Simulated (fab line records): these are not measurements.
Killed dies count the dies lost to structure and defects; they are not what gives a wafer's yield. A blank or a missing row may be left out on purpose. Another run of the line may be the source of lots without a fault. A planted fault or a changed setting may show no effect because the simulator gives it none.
Matching of chambers    flow n5Finfet    4 sister chambers for N5_MOL_CONTACT_COAG_ALD_131 on aldSin-04
The step deposits SiO2, target thk 5 nm, pulse time 1 s, co reactant pulse time 1 s. 30 wafers are shown with their chamber, then 12 later ones without.

== WAFERS, EACH WITH ITS CHAMBER ==
wafer   chamber  heaterPowerW (W)  precursorPulseHeightRel
L078.1  1        88                1.009
L078.3  0        90                0.950
L078.6  1        89                0.996
L079.2  0        91                0.972
L079.3  1        86                1.003
L079.6  2        88                0.992
L080.1  2        87                0.988
L080.2  0        91                0.979
L080.6  3        66                0.982
L082.1  3        67                1.017
L082.2  2        86                1.004
L082.5  1        88                0.991
L083.1  0        92                0.996
L083.4  2        86                1.042
L083.6  0        92                1.009
L084.4  2        89                1.020
L084.5  2        87                0.998
L084.6  1        89                1.026
L086.1  2        86                1.014
L086.2  1        87                1.002
L086.6  1        87                1.013
L087.4  3        67                1.001
L087.5  2        85                0.995
L087.6  1        86                1.036
L090.1  2        87                0.993
L090.2  3        66                1.036
L090.5  1        86                0.982
L092.1  2        87                0.995
L092.2  1        90                0.982
L092.6  1        87                0.995

SIGNATURES (averages over the wafers above)
reading                  chamber 0  chamber 1  chamber 2  chamber 3  scatter within a chamber
heaterPowerW             91.20      87.55      86.80      66.50      1.15
precursorPulseHeightRel  0.98120    1.00318    1.00410    1.00900    0.0187
Rule: a wafer lies at a distance from a chamber equal to the root of the sum of squares, over the readings, of (its reading less the chamber's mean, divided by the reading's scatter). The wafer belongs to the nearest chamber; if the next one is less than 2 further off, it can't be placed. The scatter: the root of (the sum of the squares of (reading less its chamber's mean) over the shown wafers, divided by (wafers less chambers)).

== WAFERS WITH NO CHAMBER GIVEN ==
wafer   heaterPowerW (W)  precursorPulseHeightRel
L093.3  87                1.003
L093.5  86                0.982
L093.6  65                0.995
L094.1  89                0.986
L094.4  69                1.008
L094.5  67                0.997
L095.2  86                1.001
L095.3  93                0.972
L095.6  87                0.984
L096.2  87                0.986
L096.5  93                1.000
L096.6  90                0.993

== WHICH CHAMBER EACH ONE RAN IN ==
wafer   from the rows above           in truth
L093.3  can't be placed: 2 or 1       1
L093.5  can't be placed: 2 or 1       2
L093.6  3                             3
L094.1  can't be placed: 1 or 0 or 2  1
L094.4  3                             3
L094.5  3                             3
L095.2  can't be placed: 2 or 1       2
L095.3  0                             0
L095.6  can't be placed: 2 or 1       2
L096.2  can't be placed: 2 or 1       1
L096.5  0                             0
L096.6  can't be placed: 0 or 1 or 2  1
5 of 12 placed correctly. Cannot be placed on the basis of these rows: 7; the candidates contain the true chamber in 7. Placed wrongly: 0.
